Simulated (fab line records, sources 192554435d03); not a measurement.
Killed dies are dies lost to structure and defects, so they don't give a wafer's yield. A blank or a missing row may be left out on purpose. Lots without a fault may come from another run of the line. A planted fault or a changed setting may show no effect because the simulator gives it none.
fab line records | flow n5_finfet
record lots=11 wafers=33 last_day=20
route steps=1938 shown MOL_CONTACT_COAG@531 PASSIVATION@1936
lots that met no fault: from a run of the same line without faults
start_h: hours from the record's first day to the start of the lot's first wafer shown | wait_h: hours since the lot's step before | " the same as in the row above | L1.1+2: a row that stands for several wafers | - no value, or no start given | * or withheld: withheld | < > ~ a bound
route shown NAME@n: a module of which the file shows steps, and the number in the route of the first | usual: mean/standard deviation of fault-free wafers | same: alike in all rows | chamber/n: place in a boat | sites: the reading at each site | _std_site: their standard deviation | _edge_site: outer sites' mean less inner sites' | radius_mm: how far each site lies from the wafer's centre | mask NAME#n: copy n | behind: the tool/chamber that last shaped the wafer | hold: why the lot was held/for how many hours/how that ended | device: the transistor (n, p or np) that didn't switch | end of line: the same wafers' tests at the end of the route | a step without rows: its recipe alone | killed: dies lost to structure and defects at the first sort, not the wafer's yield | map: a wafer's dies, x killed, . not, _ none there
set.NAME: the setting as run; set.NAME@STEP: as run at that earlier step | model.NAME: the simulator's own value behind a step, which no gauge read
steps of the route over a sample of lots; a table a step, a row a wafer
services: from which hour (start_h, from the record's first day; less than 0 if before it) a tool's chamber was out of use, for how many hours, and why
## steps
# step N5_MOL_CONTACT_COAG_ETCH_105
# recipe chemistry=CF4 target=SiARC target_depth_a=156 mask_material=CAR-EUV time_s=26 ion_energy_ev=80 pressure_mtorr=40 source_w=545 bias_w=36 Ar_flow_sccm=100 cf4_flow_sccm=100 ends=cleared
# usual bias_w=36.02/0.11 drypump_motor_current_A=5.48/0.22 etch_rf_on_time_s=26.1/0.41 oes_product_au=0.68/0.066 rf_vpp_V=184.1/1 showerhead_plenum_p_Torr=2.14/0.062 throttle_valve_pct=15.56/0.23
# columns lot.wafer tool chamber start_h wait_h bias_w drypump_motor_current_A etch_rf_on_time_s oes_product_au rf_hours_counter_h rf_vpp_V showerhead_plenum_p_Torr throttle_valve_pct
L797.2 rie_diel-05 2 102.68 0.0 36.01 5.95 26.9 0.62 171 184.1 2.14 15.47
L797.3 " 3 " " 36.09 5.61 25.9 0.84 4 184.1 2.20 15.39
L797.5 " 0 " " 35.99 5.12 26.7 0.65 - 186.3 2.23 15.89
L798.4 rie_diel-03 3 106.33 0.0 35.95 5.28 25.9 0.77 23 185.1 2.18 15.71
L798.5 " 3 " " 35.98 5.29 25.9 0.77 - 185.4 2.18 15.72
L798.6 " 0 " " 35.96 5.46 26.0 0.65 - 184.8 2.15 15.58
L799.1 rie_diel-06 0 112.98 0.0 36.08 5.55 26.1 0.65 157 184.5 2.05 15.75
L799.2 " 2 " " 36.04 5.28 25.9 0.63 167 183.6 2.14 15.41
L799.6 " 2 " " 36.09 5.27 25.7 0.64 - 183.6 2.14 15.38
L800.3 rie_diel-05 0 119.94 0.0 36.08 5.10 26.1 0.65 146 184.4 2.23 15.90
L800.5 " 2 " " 36.00 5.89 26.7 0.62 - 183.4 2.14 15.48
L800.6 " 1 " " 36.05 5.57 26.4 0.60 - 184.0 2.20 15.88
L802.2 rie_diel-06 2 133.67 0.0 35.84 5.25 25.7 0.63 176 184.1 2.14 15.42
L802.5 " 2 " " 35.93 5.24 25.6 0.62 - 184.2 2.13 15.43
L802.6 " 1 " " 36.15 5.84 25.7 0.70 - 183.9 2.18 15.20
L803.2 rie_diel-06 1 136.57 0.0 36.06 5.86 25.4 0.71 71 186.4 2.18 15.19
L803.4 " 3 " " 35.98 5.35 25.6 0.69 112 184.2 2.16 15.66
L803.5 " 1 " " 36.17 5.82 25.7 0.70 - 184.3 2.18 15.20
L810.1 rie_diel-03 3 178.50 0.0 35.80 5.30 26.0 0.73 47 185.8 2.17 15.77
L810.2 " 0 " " 36.08 5.45 26.4 0.62 164 183.9 2.14 15.63
L810.6 " 1 " " 36.03 5.44 25.8 0.76 - 184.6 2.17 15.16
L814.1 rie_diel-06 1 204.05 0.0 36.07 5.85 25.9 0.67 94 183.9 2.17 15.22
L814.2 " 0 " " 36.24 5.52 26.5 0.62 189 182.4 2.04 15.79
L814.5 " 3 " " 36.16 5.31 26.3 0.66 - 185.3 2.15 15.71
L815.2 rie_diel-05 2 212.78 0.0 35.93 5.88 27.5 0.60 211 182.7 2.12 15.56
L815.3 " 3 " " 36.18 5.60 26.2 0.76 45 184.1 2.18 15.46
L815.5 " 0 " " 35.94 5.13 26.6 0.62 - 184.3 2.22 15.98
L816.1 rie_diel-06 3 217.05 0.0 36.11 5.31 26.1 0.67 140 184.9 2.15 15.73
L816.4 " 0 " " 36.05 5.52 26.3 0.63 193 183.3 2.04 15.80
L816.5 " 1 " " 35.99 5.86 25.9 0.67 - 183.9 2.17 15.25
L817.1 rie_diel-03 0 224.63 0.0 35.92 5.45 26.2 0.62 180 183.5 2.13 15.66
L817.4 " 3 " " 36.16 5.29 25.8 0.72 63 183.6 2.17 15.78
L817.6 " 0 " " 36.03 5.45 26.5 0.62 - 184.8 2.14 15.65
# step N5_MOL_CONTACT_COAG_PRECLEAN_125
# recipe chemistry=DIW time_s=57.5 temp_c=23
# usual run_length_s=65.1/2.3
# columns lot.wafer tool chamber start_h wait_h run_length_s
L797.2 wet_bench-05 7 108.40 0.1 64.2
L797.3 " 0 " " 64.2
L797.5 " 1 " " 63.6
L798.4 wet_bench-05 0 114.02 0.1 65.8
L798.5 " 2 " " 63.6
L798.6 " 6 " " 63.4
L799.1 wet_bench-06 4 118.92 0.1 69.1
L799.2 " 7 " " 68.8
L799.6 " 1 " " 70.7
L800.3 wet_bench-05 5 127.87 0.1 63.8
L800.5 " 4 " " 64.7
L800.6 " 6 " " 65.1
L802.2 wet_bench-01 7 138.35 0.1 63.4
L802.5 " 3 " " 66.0
L802.6 " 5 " " 63.7
L803.2 wet_bench-05 6 142.94 0.1 63.4
L803.4 " 7 " " 63.2
L803.5 " 1 " " 63.8
L810.1 wet_bench-01 5 183.99 0.1 70.4
L810.2 " 4 " " 70.3
L810.6 " 3 " " 72.6
L814.1 wet_bench-06 3 209.58 0.1 64.5
L814.2 " 0 " " 63.6
L814.5 " 4 " " 63.7
L815.2 wet_bench-06 6 217.32 0.1 69.6
L815.3 " 2 " " 70.4
L815.5 " 3 " " 69.9
L816.1 wet_bench-06 2 223.46 0.1 70.7
L816.4 " 6 " " 70.8
L816.5 " 7 " " 68.9
L817.1 wet_bench-05 5 234.33 0.1 64.6
L817.4 " 4 " " 64.2
L817.6 " 1 " " 63.5
# step N5_MOL_CONTACT_COAG_CMP_28
# recipe stop_on=SiNx t_overpolish_s=0.85 post_cmp_clean=alkaline_brush down_force_psi=4.15 platen_rpm=51.8 pad_velocity_m_s=1.0307 target_thk_nm=14.522
# usual motor_current_A=12.0/0.66 time_to_endpoint_s=3.9/1.7
# columns lot.wafer tool chamber start_h wait_h motor_current_A time_to_endpoint_s
L797.3 cmp-01 1 110.88 0.8 12.0 5.9
L797.2 " 3 " " 11.9 4.3
L797.5 " 0 " " 11.8 4.3
L798.4 cmp-01 0 116.57 0.9 12.6 3.7
L798.5 " 0 " " 12.4 3.2
L798.6 " 1 " " 12.4 2.8
L799.1 cmp-03 1 121.36 0.8 11.7 4.9
L799.2 " 3 " " 11.1 3.0
L799.6 " 1 " " 12.1 4.7
L800.3 cmp-01 2 130.34 0.8 12.6 8.1
L800.5 " 1 " " 11.8 5.2
L800.6 " 2 " " 11.9 4.3
L802.2 cmp-03 1 140.79 0.8 11.9 0.0
L802.6 " 1 " " 12.4 1.0
L802.5 " 2 " " 11.8 4.0
L803.2 cmp-01 2 145.38 0.8 12.2 6.0
L803.4 " 0 " " 12.1 6.7
L803.5 " 2 " " 12.0 7.6
L810.2 cmp-01 1 188.28 0.8 12.4 3.2
L810.1 " 2 " " 11.9 4.8
L810.6 " 0 " " 12.4 3.9
L814.2 cmp-02 0 213.44 0.8 10.8 3.3
L814.1 " 1 " " 11.8 1.2
L814.5 " 1 " " 12.3 4.8
L815.3 cmp-03 3 221.13 0.8 11.2 6.0
L815.2 " 2 " " 11.3 7.6
L815.5 " 3 " " 11.3 8.9
L816.1 cmp-03 1 226.65 0.9 12.7 4.4
L816.4 " 2 " " 11.5 4.1
L816.5 " 0 " " 13.3 4.6
L817.1 cmp-02 0 236.85 0.9 11.1 2.2
L817.4 " 1 " " 11.7 2.5
L817.6 " 2 " " 11.5 1.7
# step N5_MOL_CONTACT_COAG_ALD_123
# recipe material=SiNx target_thk_a=50 temp_c=400 ald_precursor_family=SiH2I2 ald_co_reactant=N2/H2-plasma pulse_time_s=1 purge_time_s=2 co_reactant_purge_time_s=2 ald_cycles=100 pressure_torr=2
# usual heater_power_w=869/67 precursor_pulse_height_rel=0.999/0.021
# same ald_cycles=100 co_reactant_purge_time_s=2 purge_time_s=2
# columns lot.wafer tool chamber start_h wait_h heater_power_w precursor_pulse_height_rel since_wet_clean_h
L797.2 ald_sin-02 2 111.17 0.0 812 1.023 12
L797.3 " 3 " " 982 0.984 12
L797.5 " 0 " " 821 0.996 -
L798.4 ald_sin-01 2 116.91 0.0 742 1.008 214
L798.5 " 3 " " 939 1.019 -
L798.6 " 0 " " 817 1.003 -
L799.1 ald_sin-03 2 121.69 0.0 928 1.000 114
L799.2 " 0 " " 898 1.008 114
L799.6 " 1 " " 894 0.971 -
L800.3 ald_sin-03 1 130.92 0.3 879 0.992 123
L800.5 " 1 " " 892 1.015 -
L800.6 " 2 " " 966 1.004 -
L802.2 ald_sin-02 0 141.12 0.0 827 0.973 42
L802.5 " 0 " " 855 1.011 -
L802.6 " 1 " " 752 0.965 -
L803.2 ald_sin-03 2 145.92 0.2 897 0.992 138
L803.4 " 1 " " 881 1.010 138
L803.5 " 3 " " 881 1.004 -
L810.1 ald_sin-03 1 188.57 0.0 868 0.967 181
L810.2 " 0 " " 876 0.987 181
L810.6 " 1 " " 898 1.020 -
L814.1 ald_sin-03 2 214.98 1.2 916 0.981 207
L814.2 " 0 " " 872 0.992 207
L814.5 " 0 " " 877 0.992 -
L815.2 ald_sin-02 2 222.94 1.5 802 1.012 124
L815.3 " 0 " " 850 1.013 124
L815.5 " 2 " " 811 0.966 -
L816.1 ald_sin-03 1 227.99 1.1 883 1.024 220
L816.4 " 0 " " 885 0.992 220
L816.5 " 2 " " 929 0.983 -
L817.1 ald_sin-03 1 237.10 0.0 892 1.014 229
L817.4 " 2 " " 955 1.003 229
L817.6 " 1 " " 890 0.996 -
# step N5_PASSIVATION_PROBE_49
# usual killed_at_M0_to_M3=36/11 killed_at_M4_up=13/5.1 killed_at_contacts=14/4.9 killed_at_front_end=41/10 killed_at_other=3.4/2.6 killed_dies=107/16 killed_open=70/11 killed_short=36/7.8
# same gross_dies=1180 killed_at_back_side=0
# columns lot.wafer tool chamber start_h wait_h killed_at_M0_to_M3 killed_at_M4_up killed_at_contacts killed_at_front_end killed_at_other killed_dies killed_open killed_short
L800.3 prober-02 - 334.78 0.1 55 11 12 30 0 108 79 29
# killed by level:class
L800.3 BEOL_M0_SAQP:geometric_particle:open=21 BEOL_M0_SAQP:geometric_particle:short=13 STI_FIN_REVEAL:geometric_particle:open=12 MOL_CONTACT_COAG:geometric_particle:open=12 BEOL_M3:geometric_particle:open=8 BEOL_M2:geometric_particle:open=6 BEOL_M3:geometric_particle:short=4 FIN_SAQP:geometric_particle:open=3
## services
# columns tool chamber start_h hours kind
ald_sin-02 - 85.25 14.0 pm
cmp-03 - 91.27 0.3 repair
cmp-02 - 107.60 12.0 pm
rie_diel-06 1 110.57 8.0 repair
wet_bench-06 - 115.50 1.6 repair
cmp-02 - 119.64 4.0 pm
cmp-01 - 131.77 4.0 pm
ald_sin-03 3 134.81 2.6 repair
cmp-03 - 153.03 0.3 repair
cmp-01 - 159.13 2.1 repair
cmp-03 - 174.62 3.7 pm
ald_sin-01 - 177.63 0.8 pm
cmp-03 - 182.14 4.0 pm
wet_bench-01 - 182.99 0.7 repair
rie_diel-05 2 191.71 1.3 repair
cmp-03 - 199.31 4.2 repair
cmp-02 - 201.20 1.1 repair
cmp-01 - 203.65 1.3 repair
ald_sin-01 2 206.22 3.8 repair
ald_sin-01 1 206.88 1.4 repair
wet_bench-01 - 208.73 6.4 repair
ald_sin-03 1 212.90 5.8 repair
ald_sin-02 - 216.85 6.0 pm
cmp-01 - 225.37 0.7 repair
## key
first_sign step=N5_MOL_CONTACT_COAG_PRECLEAN_125 reading=run_length_s direction=up sigmas=2.6 usual=* struck=*
effect none on later readings
met_at N5_MOL_CONTACT_COAG_PRECLEAN_125
struck_lots L810
tester_left_out L810
not_acting_at N5_MOL_CONTACT_COAG_ETCH_105,N5_MOL_CONTACT_COAG_CMP_28,N5_MOL_CONTACT_COAG_ALD_123
onset_between 138.35 183.99
fault kind=process_parameter_drift tool=wet_bench-01 chamber=- onset_h=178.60 steps=N5_MOL_CONTACT_COAG_PRECLEAN_125 channel=time_s offset=* shape=step end_h=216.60 acts_in=* stated=*
# tester_left_out: of these lots the tester's yield and bins aren't shown, on N5 and GAA mostly nor the transistor test; their killed dies are dies lost to structure and defects alone, not to doping, threshold or leakage, so they don't give the yield
